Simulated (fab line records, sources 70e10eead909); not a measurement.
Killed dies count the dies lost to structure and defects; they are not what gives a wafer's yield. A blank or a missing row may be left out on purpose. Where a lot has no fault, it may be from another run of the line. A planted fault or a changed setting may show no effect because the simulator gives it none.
fab line records	flow nand_harc	part 1 of 2: steps 1 to 26 of 35
[record] lots = 5	wafers = 15	last_day = 31
route steps=1302 shown A_STAIRCASE@758
lots untouched by any fault: they come from a run of this same line in which no faults occurred
start_h: hours from the record's first day to the start of the lot's first wafer shown	wait_h: how many hours have passed since the lot's step before this one	" identical to the entry in the row above	L1.1+2: a row that stands for several wafers	- no value, or no start was given	* or withheld: withheld	< > ~ a bound
route shown NAME@n: names a module that has steps shown in the file, with the first one's number in the route	usual: mean/standard deviation taken from wafers without a fault	same: alike in all rows	chamber/n: place in a boat	sites: each site's reading	_std_site: their standard deviation	_edge_site: mean of outer sites minus mean of inner sites	radius_mm: for every site, how far away it sits from the centre of the wafer	mask NAME#n: copy n	behind: tool/chamber where the wafer was last shaped	hold: cause of the lot's hold/its duration in hours/its outcome	device: transistor that didn't switch, given as n, p or np	end of line: tests run on the same wafers once the route is complete	where a step has no rows: the recipe by itself	killed: dies lost to structure and defects at the first sort, not the wafer's yield	map: shows each die of a wafer: x if killed, . if not, _ if none is there
set.NAME: the setting the step ran with; set.NAME@STEP: the setting that earlier step ran with	model.NAME: the simulator's own value behind a step, which no gauge read
lots seen at some steps along the route; tables by step, rows by wafer
services: when a tool's chamber went out of use (start_h, in hours from the record's first day, below 0 if earlier), for how many hours, and the reason
[[steps]]
[step NHARC_A_STAIRCASE_COAT_244]
[recipe] spin_rpm = 1200
lot.wafer	tool	chamber	start_h	wait_h
L076.1+2+3	litho_track-03	0	-	-
L086.2+4+6	litho_track-02	0	-	-
L087.3+4+6	litho_track-02	0	-	-
L093.2+4+6	litho_track-07	0	-	-
L095.4+5+6	litho_track-07	0	-	-
[step NHARC_A_STAIRCASE_SOFTBAKE_245]
[recipe] temp_c = 135	time_s = 170
[usual] heater_power_total_W = 134.3/0.97	plate_temp_C = 134.98/0.14
lot.wafer	tool	chamber	start_h	wait_h	heater_power_total_W	plate_temp_C
L076.1	litho_track-03	0	-	-	133.3	135.15
L076.2	"	0	"	"	134.2	135.15
L076.3	"	0	"	"	133.7	134.85
L086.2	litho_track-02	0	-	-	134.5	134.67
L086.4	"	0	"	"	134.1	134.85
L086.6	"	0	"	"	135.2	134.81
L087.3	litho_track-02	0	-	-	136.1	135.02
L087.4	"	0	"	"	133.4	135.17
L087.6	"	0	"	"	134.3	135.06
L093.2	litho_track-07	0	-	-	133.3	134.93
L093.4	"	0	"	"	135.6	134.91
L093.6	"	0	"	"	133.4	134.91
L095.4	litho_track-07	0	-	-	134.3	134.91
L095.5	"	0	"	"	133.7	134.97
L095.6	"	0	"	"	135.1	134.75
[step NHARC_A_STAIRCASE_EBR_246]
lot.wafer	tool	chamber	start_h	wait_h
L076.1+2+3	litho_track-03	0	-	-
L086.2+4+6	litho_track-02	0	-	-
L087.3+4+6	litho_track-02	0	-	-
L093.2+4+6	litho_track-07	0	-	-
L095.4+5+6	litho_track-07	0	-	-
[step NHARC_A_STAIRCASE_EXPOSE_247]
[recipe] na = 0.5	dose_mj = 25.34	mask_id = SDS_1
lot.wafer	tool	chamber	start_h	wait_h	mask
L076.1+2+3	krf_scanner-02	0	381.45	-	SDS_1#0
L086.2+4+6	krf_scanner-04	0	481.13	-	SDS_1#0
L087.3+4+6	krf_scanner-04	0	488.20	-	SDS_1#0
L093.2+4+6	krf_scanner-02	0	552.55	-	SDS_1#0
L095.4+5+6	krf_scanner-02	0	563.16	-	SDS_1#0
[step NHARC_A_STAIRCASE_PEB_248]
[recipe] peb_temp_c = 115	peb_time_s = 130
[usual] heater_power_total_W = 123.88/0.2	plate_temp_C = 115.00/0.14
lot.wafer	tool	chamber	start_h	wait_h	heater_power_total_W	plate_temp_C
L076.1	litho_track-03	0	381.52	0.1	124.07	115.06
L076.2	"	0	"	"	124.07	115.11
L076.3	"	0	"	"	123.42	115.03
L086.2	litho_track-02	0	481.19	0.1	124.01	114.97
L086.4	"	0	"	"	124.12	114.80
L086.6	"	0	"	"	123.46	115.23
L087.3	litho_track-03	0	488.26	0.1	123.79	114.92
L087.4	"	0	"	"	124.05	114.89
L087.6	"	0	"	"	124.01	115.03
L093.2	litho_track-02	0	552.61	0.1	123.61	115.25
L093.4	"	0	"	"	123.78	114.98
L093.6	"	0	"	"	123.66	115.19
L095.4	litho_track-02	0	563.21	0.0	123.76	115.07
L095.5	"	0	"	"	123.98	115.03
L095.6	"	0	"	"	123.55	115.06
[step NHARC_A_STAIRCASE_DEVELOP_249]
[recipe] time_s = 140
lot.wafer	tool	chamber	start_h	wait_h
L076.1+2+3	litho_track-03	0	-	-
L086.2+4+6	litho_track-02	0	-	-
L087.3+4+6	litho_track-03	0	-	-
L093.2+4+6	litho_track-02	0	-	-
L095.4+5+6	litho_track-02	0	-	-
[step NHARC_A_STAIRCASE_HARDBAKE_251]
[recipe] temp_c = 120	time_s = 140
[usual] heater_power_total_W = 127.31/0.24
lot.wafer	tool	chamber	start_h	wait_h	heater_power_total_W
L076.1	litho_track-02	0	381.73	-	127.36
L076.2	"	0	"	"	126.92
L076.3	"	0	"	"	127.56
L086.2	litho_track-07	0	481.41	-	127.45
L086.4	"	0	"	"	127.46
L086.6	"	0	"	"	127.59
L087.3	litho_track-02	0	488.49	-	127.36
L087.4	"	0	"	"	127.49
L087.6	"	0	"	"	127.55
L093.2	litho_track-07	0	552.83	-	127.28
L093.4	"	0	"	"	127.45
L093.6	"	0	"	"	127.37
L095.4	litho_track-03	0	563.44	-	127.10
L095.5	"	0	"	"	127.52
L095.6	"	0	"	"	127.31
[step NHARC_A_STAIRCASE_DESCUM_252]
[recipe] time_s = 3	o2_flow_sccm = 200	ar_flow_sccm = 0	bias_power_w = 0	chemistry = O2
[usual] drypump_motor_current_A = 5.62/0.29	mfc_ar_sccm = 0.013/0.014	oes_product_au = 1.003/0.0075	rf_vpp_V = 57.7/0.93	showerhead_plenum_p_Torr = 1.92/0.09	throttle_valve_pct = 11.312/0.0094
lot.wafer	tool	chamber	start_h	wait_h	drypump_motor_current_A	mfc_ar_sccm	oes_product_au	rf_hours_counter_h	rf_vpp_V	showerhead_plenum_p_Torr	throttle_valve_pct
L076.2	rie_diel-02	0	381.83	-	5.65	0	1.000	54	57.8	1.79	11.308
L076.3	"	1	"	"	5.77	0.031	1.006	47	57.1	2.05	11.325
L076.1	"	2	"	"	6.00	0.027	0.997	51	57.1	1.85	11.300
L086.2	rie_diel-04	2	481.52	-	5.95	0	1.002	40	56.9	1.95	11.315
L086.4	"	3	"	"	4.97	0.003	1.020	38	56.8	1.87	11.292
L086.6	"	1	"	"	5.73	0.011	1.009	-	59.2	1.96	11.311
L087.4	rie_diel-02	2	488.57	-	6.00	0.027	0.992	32	57.2	1.84	11.296
L087.3	"	1	"	"	5.79	0.031	1.001	32	58.2	2.03	11.312
L087.6	"	2	"	"	6.01	0.027	0.995	-	56.7	1.84	11.333
L093.2	rie_diel-11	1	552.95	-	5.73	0	1.014	37	57.6	1.83	11.327
L093.4	"	2	"	"	5.78	0.030	1.002	32	59.0	2.07	11.310
L093.6	"	3	"	"	5.71	0.026	1.017	-	56.9	1.97	11.323
L095.4	rie_diel-02	0	563.52	-	5.67	0	1.010	46	57.7	1.77	11.320
L095.6	"	3	"	"	5.21	0.037	0.997	-	57.7	1.94	11.306
L095.5	"	0	"	"	5.62	0	1.023	-	56.2	1.77	11.300
[step NHARC_A_STAIRCASE_ETCH_253]
[recipe] target_depth_a = 500	time_s = 20.2	ion_energy_ev = 400	c4f8_flow_sccm = 20	o2_flow_sccm = 10	ar_flow_sccm = withheld	rf_w = 600	bias_w = 1000	chemistry = C4F8/O2
[usual] oes_product_au = 0.962/0.017	rf_vpp_V = 896/5.7
lot.wafer	tool	chamber	start_h	wait_h	oes_product_au	rf_hours_counter_h	rf_vpp_V
L076.2	rie_diel-02	3	384.75	2.9	0.962	58	898
L076.1	"	0	"	"	0.953	58	889
L076.3	"	1	"	"	0.941	51	903
L086.2	rie_diel-04	0	481.61	0.1	0.924	39	901
L086.4	"	3	"	"	0.934	38	894
L086.6	"	0	"	"	0.933	-	901
L087.3	rie_diel-02	3	488.67	0.1	0.956	28	898
L087.4	"	0	"	"	0.982	27	888
L087.6	"	2	"	"	0.952	-	892
L093.2	rie_diel-11	0	553.02	0.1	0.955	44	887
L093.4	"	2	"	"	0.964	32	905
L093.6	"	3	"	"	0.962	-	899
L095.4	rie_diel-02	2	563.61	0.1	0.939	56	892
L095.5	"	1	"	"	0.952	-	902
L095.6	"	2	"	"	0.941	-	891
[step NHARC_A_STAIRCASE_STRIP_254]
[recipe] power_w = 1500	temp_c = 250	chemistry = O2
[usual] drypump_motor_current_A = 5.5/0.48	heater_power_w = 337/13
lot.wafer	tool	chamber	start_h	wait_h	drypump_motor_current_A	heater_power_w	rf_hours_counter_h
L076.1	plasma_asher-02	1	384.83	-	5.7	342	25
L076.2	"	0	"	"	4.8	359	25
L076.3	"	1	"	"	5.7	345	-
L086.2	plasma_asher-01	0	481.74	-	6.0	305	27
L086.4	"	1	"	"	5.8	332	-
L086.6	"	1	"	"	5.8	344	-
L087.3	plasma_asher-02	0	488.84	-	4.8	340	-
L087.4	"	1	"	"	5.8	338	-
L087.6	"	0	"	"	4.8	336	-
L093.2	plasma_asher-01	0	553.15	-	6.0	306	5
L093.4	"	0	"	"	5.9	314	-
L093.6	"	1	"	"	5.8	329	-
L095.4	plasma_asher-01	0	563.83	-	5.9	305	-
L095.5	"	1	"	"	5.8	327	-
L095.6	"	0	"	"	5.9	310	-
[step NHARC_A_STAIRCASE_STRIP_255]
[recipe] time_s = 900	temp_c = 130	chemistry = SPM
lot.wafer	tool	chamber	start_h	wait_h
L076.1+2+3	wet_bench-06	4,5,1	385.17	0.3
L086.4+2+6	wet_bench-07	2,6,7	482.04	0.2
L087.6+3+4	wet_bench-06	6,1,2	489.10	0.1
L093.4+6+2	wet_bench-07	6,7,1	553.45	0.2
L095.6+5+4	wet_bench-06	2,3,5	564.06	0.1
[step NHARC_A_STAIRCASE_PRECLEAN_256]
[recipe] time_s = *	temp_c = 50	bath_age_min = 0	chemistry = SC1
lot.wafer	tool	chamber	start_h	wait_h
L076.1+2+3	wet_bench-06	4,5,1	-	-
L086.4+2+6	wet_bench-07	2,6,7	-	-
L087.6+3+4	wet_bench-06	6,1,2	-	-
L093.4+6+2	wet_bench-07	6,7,1	-	-
L095.6+5+4	wet_bench-06	2,3,5	-	-
[step NHARC_A_STAIRCASE_SRD_257]
lot.wafer	tool	chamber	start_h	wait_h
L076.1+2+3	wet_bench-06	4,5,1	-	-
L086.4+2+6	wet_bench-07	2,6,7	-	-
L087.6+3+4	wet_bench-06	6,1,2	-	-
L093.4+6+2	wet_bench-07	6,7,1	-	-
L095.6+5+4	wet_bench-06	2,3,5	-	-
[step NHARC_A_STAIRCASE_HM_DEP_456]
[recipe] target_thk_a = 31000	temp_c = 400	material = aC
[usual] throttle_valve_pct = 35.000/0.0093
lot.wafer	tool	chamber	start_h	wait_h	throttle_valve_pct
L076.1	acl_dep-02	0	389.06	-	34.999
L076.2	"	0	"	"	35.004
L076.3	"	0	"	"	34.973
L086.2	acl_dep-03	0	483.90	-	35.009
L086.4	"	0	"	"	34.998
L086.6	"	0	"	"	35.007
L087.3	acl_dep-02	0	492.70	-	35.006
L087.4	"	0	"	"	34.994
L087.6	"	0	"	"	35.001
L093.2	acl_dep-02	0	554.89	-	35.004
L093.4	"	0	"	"	34.997
L093.6	"	0	"	"	35.004
L095.4	acl_dep-02	0	566.87	-	35.009
L095.5	"	0	"	"	35.003
L095.6	"	0	"	"	35.012
[step NHARC_A_STAIRCASE_DEP_259]
[recipe] target_thk_a = 300	target_thk_nm = 30	temp_c = 400	pressure_torr = 3.5	flow_sccm = 200	rf_w = 350	material = SiON
[usual] heater_power_w = 743/84
lot.wafer	tool	chamber	start_h	wait_h	heater_power_w
L076.2	pecvd-01	0	391.12	1.4	784
L076.1	"	1	"	"	829
L076.3	"	2	"	"	722
L086.2	pecvd-04	2	485.50	1.3	643
L086.6	"	1	"	"	737
L086.4	"	0	"	"	615
L087.3	pecvd-02	2	493.94	0.9	755
L087.4	"	2	"	"	762
L087.6	"	0	"	"	585
L093.2	pecvd-02	1	556.48	1.3	777
L093.4	"	1	"	"	778
L093.6	"	2	"	"	759
L095.6	pecvd-04	1	567.88	0.1	936
L095.4	"	2	"	"	768
L095.5	"	0	"	"	726
[step NHARC_A_STAIRCASE_DEHYDRATE_260]
[recipe] temp_c = 150	time_s = 120
[usual] heater_power_total_W = 182.5/1.3	plate_temp_C = 150.00/0.13
lot.wafer	tool	chamber	start_h	wait_h	heater_power_total_W	plate_temp_C
L076.1	litho_track-02	0	391.39	0.2	183.0	149.95
L076.2	"	0	"	"	182.4	149.98
L076.3	"	0	"	"	182.5	150.03
L086.2	litho_track-03	0	485.74	0.2	184.0	150.09
L086.4	"	0	"	"	180.6	149.67
L086.6	"	0	"	"	181.3	150.02
L087.3	litho_track-03	0	494.21	0.2	182.8	150.02
L087.4	"	0	"	"	183.9	150.04
L087.6	"	0	"	"	182.5	150.11
L093.2	litho_track-07	0	556.79	0.3	182.6	150.00
L093.4	"	0	"	"	180.6	149.87
L093.6	"	0	"	"	180.6	149.78
L095.4	litho_track-02	0	568.07	0.1	181.5	149.96
L095.5	"	0	"	"	182.1	150.11
L095.6	"	0	"	"	181.2	149.90
[step NHARC_A_STAIRCASE_HMDS_261]
[recipe] time_s = 30
lot.wafer	tool	chamber	start_h	wait_h
L076.1+2+3	litho_track-02	0	-	-
L086.2+4+6	litho_track-03	0	-	-
L087.3+4+6	litho_track-03	0	-	-
L093.2+4+6	litho_track-07	0	-	-
L095.4+5+6	litho_track-02	0	-	-
[step NHARC_A_STAIRCASE_COAT_262]
[recipe] spin_rpm = 1200
lot.wafer	tool	chamber	start_h	wait_h
L076.1+2+3	litho_track-02	0	-	-
L086.2+4+6	litho_track-03	0	-	-
L087.3+4+6	litho_track-03	0	-	-
L093.2+4+6	litho_track-07	0	-	-
L095.4+5+6	litho_track-02	0	-	-
[step NHARC_A_STAIRCASE_SOFTBAKE_263]
[recipe] temp_c = 135	time_s = 170
[usual] heater_power_total_W = 134.5/0.98	plate_temp_C = 134.94/0.14
lot.wafer	tool	chamber	start_h	wait_h	heater_power_total_W	plate_temp_C
L076.1	litho_track-02	0	-	-	133.9	134.97
L076.2	"	0	"	"	134.9	135.04
L076.3	"	0	"	"	135.0	135.22
L086.2	litho_track-03	0	-	-	135.1	135.03
L086.4	"	0	"	"	135.5	135.03
L086.6	"	0	"	"	135.5	135.10
L087.3	litho_track-03	0	-	-	133.3	134.92
L087.4	"	0	"	"	134.1	134.91
L087.6	"	0	"	"	134.2	134.92
L093.2	litho_track-07	0	-	-	133.3	134.78
L093.4	"	0	"	"	135.4	134.76
L093.6	"	0	"	"	134.6	134.83
L095.4	litho_track-02	0	-	-	136.2	134.99
L095.5	"	0	"	"	135.3	135.08
L095.6	"	0	"	"	133.5	135.11
[step NHARC_A_STAIRCASE_EBR_264]
lot.wafer	tool	chamber	start_h	wait_h
L076.1+2+3	litho_track-02	0	-	-
L086.2+4+6	litho_track-03	0	-	-
L087.3+4+6	litho_track-03	0	-	-
L093.2+4+6	litho_track-07	0	-	-
L095.4+5+6	litho_track-02	0	-	-
[step NHARC_A_STAIRCASE_EXPOSE_265]
[recipe] na = 0.5	dose_mj = 25.01	mask_id = CHOP_200
lot.wafer	tool	chamber	start_h	wait_h	mask
L076.1+2+3	krf_scanner-02	0	391.72	-	CHOP_200#0
L086.2+4+6	krf_scanner-04	0	486.08	-	CHOP_200#0
L087.3+4+6	krf_scanner-02	0	494.55	-	CHOP_200#0
L093.2+4+6	krf_scanner-04	0	557.01	-	CHOP_200#0
L095.4+5+6	krf_scanner-01	0	568.42	-	CHOP_200#0
[step NHARC_A_STAIRCASE_PEB_266]
[recipe] peb_temp_c = 115	peb_time_s = 130
[usual] heater_power_total_W = 123.87/0.19	plate_temp_C = 115.01/0.15
lot.wafer	tool	chamber	start_h	wait_h	heater_power_total_W	plate_temp_C
L076.1	litho_track-03	0	391.79	0.1	123.81	115.13
L076.2	"	0	"	"	123.87	114.94
L076.3	"	0	"	"	123.47	114.89
L086.2	litho_track-03	0	486.14	0.1	124.04	115.12
L086.4	"	0	"	"	123.87	115.17
L086.6	"	0	"	"	123.87	115.05
L087.3	litho_track-02	0	494.61	0.0	123.52	115.30
L087.4	"	0	"	"	123.79	115.23
L087.6	"	0	"	"	124.11	115.06
L093.2	litho_track-02	0	557.07	0.1	124.14	114.97
L093.4	"	0	"	"	123.65	114.97
L093.6	"	0	"	"	123.94	114.97
L095.4	litho_track-02	0	568.47	0.0	123.76	115.02
L095.5	"	0	"	"	124.02	115.03
L095.6	"	0	"	"	124.16	114.97
[step NHARC_A_STAIRCASE_DEVELOP_267]
[recipe] time_s = 140
lot.wafer	tool	chamber	start_h	wait_h
L076.1+2+3	litho_track-03	0	-	-
L086.2+4+6	litho_track-03	0	-	-
L087.3+4+6	litho_track-02	0	-	-
L093.2+4+6	litho_track-02	0	-	-
L095.4+5+6	litho_track-02	0	-	-
[step NHARC_A_STAIRCASE_HARDBAKE_269]
[recipe] temp_c = 120	time_s = 140
[usual] heater_power_total_W = 127.34/0.24
lot.wafer	tool	chamber	start_h	wait_h	heater_power_total_W
L076.1	litho_track-02	0	392.01	-	127.41
L076.2	"	0	"	"	127.44
L076.3	"	0	"	"	127.01
L086.2	litho_track-02	0	486.36	-	126.80
L086.4	"	0	"	"	127.10
L086.6	"	0	"	"	127.30
L087.3	litho_track-07	0	494.83	-	127.26
L087.4	"	0	"	"	127.35
L087.6	"	0	"	"	127.43
L093.2	litho_track-03	0	557.29	-	126.88
L093.4	"	0	"	"	127.10
L093.6	"	0	"	"	126.91
L095.4	litho_track-03	0	568.70	-	127.29
L095.5	"	0	"	"	127.48
L095.6	"	0	"	"	127.48
[step NHARC_A_STAIRCASE_DESCUM_270]
[recipe] time_s = 3	o2_flow_sccm = 200	ar_flow_sccm = 0	bias_power_w = 0	chemistry = O2
[usual] drypump_motor_current_A = 5.61/0.29	mfc_ar_sccm = 0.011/0.014	oes_product_au = 1.001/0.0071	rf_vpp_V = 57.7/0.88	showerhead_plenum_p_Torr = 1.92/0.09	throttle_valve_pct = 11.311/0.0092
lot.wafer	tool	chamber	start_h	wait_h	drypump_motor_current_A	mfc_ar_sccm	oes_product_au	rf_hours_counter_h	rf_vpp_V	showerhead_plenum_p_Torr	throttle_valve_pct
L076.2	rie_diel-11	0	392.10	-	5.32	0	1.003	34	58.0	1.79	11.328
L076.1	"	1	"	"	5.75	0	1.012	37	58.0	1.85	11.299
L076.3	"	3	"	"	5.70	0.026	1.005	39	58.2	1.99	11.303
L086.2	rie_diel-11	1	486.45	-	5.74	0	1.006	13	58.3	1.84	11.310
L086.4	"	3	"	"	5.72	0.026	1.019	14	58.8	1.98	11.303
L086.6	"	2	"	"	5.80	0.030	0.998	-	59.5	2.07	11.310
L087.3	rie_diel-11	0	494.92	-	5.32	0	1.003	20	58.1	1.78	11.309
L087.4	"	2	"	"	5.81	0.030	0.996	14	58.2	2.07	11.327
L087.6	"	0	"	"	5.33	0	1.007	-	56.9	1.78	11.304
L093.4	rie_diel-04	0	557.38	-	5.58	0.001	1.017	6	57.6	1.97	11.302
L093.2	"	2	"	"	5.95	0	1.002	4	59.0	1.94	11.309
L093.6	"	1	"	"	5.73	0.011	1.007	-	57.4	1.95	11.317
L095.4	rie_diel-04	2	568.78	-	5.96	0	0.997	8	57.3	1.94	11.294
L095.5	"	2	"	"	5.93	0	0.998	-	61.1	1.94	11.315
L095.6	"	3	"	"	4.99	0.003	0.996	-	57.5	1.86	11.307
[step NHARC_A_STAIRCASE_ETCH_271]
[recipe] cf4_flow_sccm = 100	chf3_flow_sccm = 30	ar_flow_sccm = 0	rf_w = 500	bias_w = 200	chemistry = CF4/CHF3
[usual] drypump_motor_current_A = 5.61/0.29	mfc_ar_sccm = 0.012/0.014	oes_product_au = 0.950/0.023	rf_vpp_V = 370.8/2.6	showerhead_plenum_p_Torr = 1.58/0.07	throttle_valve_pct = 16.801/0.01
lot.wafer	tool	chamber	start_h	wait_h	drypump_motor_current_A	mfc_ar_sccm	oes_product_au	rf_hours_counter_h	rf_vpp_V	showerhead_plenum_p_Torr	throttle_valve_pct
L076.2	rie_diel-11	1	392.18	0.1	5.74	0	0.941	37	368.4	1.52	16.799
L076.3	"	2	"	"	5.81	0.030	0.937	39	365.4	1.46	16.810
L076.1	"	0	"	"	5.32	0	0.922	34	367.6	1.48	16.792
L086.2	rie_diel-11	1	486.53	0.1	5.75	0	0.962	13	368.9	1.52	16.801
L086.4	"	0	"	"	5.33	0	0.985	17	366.2	1.47	16.822
L086.6	"	1	"	"	5.77	0	0.977	-	369.8	1.52	16.796
L087.4	rie_diel-11	1	495.02	0.1	5.74	0	0.924	16	368.7	1.52	16.813
L087.3	"	2	"	"	5.80	0.030	0.916	14	374.3	1.70	16.810
L087.6	"	1	"	"	5.76	0	0.920	-	368.8	1.52	16.786
L093.4	rie_diel-04	2	557.47	0.1	5.96	0	0.968	4	370.6	1.59	16.812
L093.2	"	0	"	"	5.62	0.001	0.967	6	372.3	1.62	16.815
L093.6	"	1	"	"	5.72	0.011	0.952	-	372.6	1.60	16.793
L095.4	rie_diel-04	3	568.86	0.1	4.98	0.003	0.934	8	367.9	1.53	16.809
L095.6	"	3	"	"	5.00	0.003	0.927	-	368.7	1.53	16.787
L095.5	"	0	"	"	5.60	0.001	0.934	-	371.3	1.62	16.791
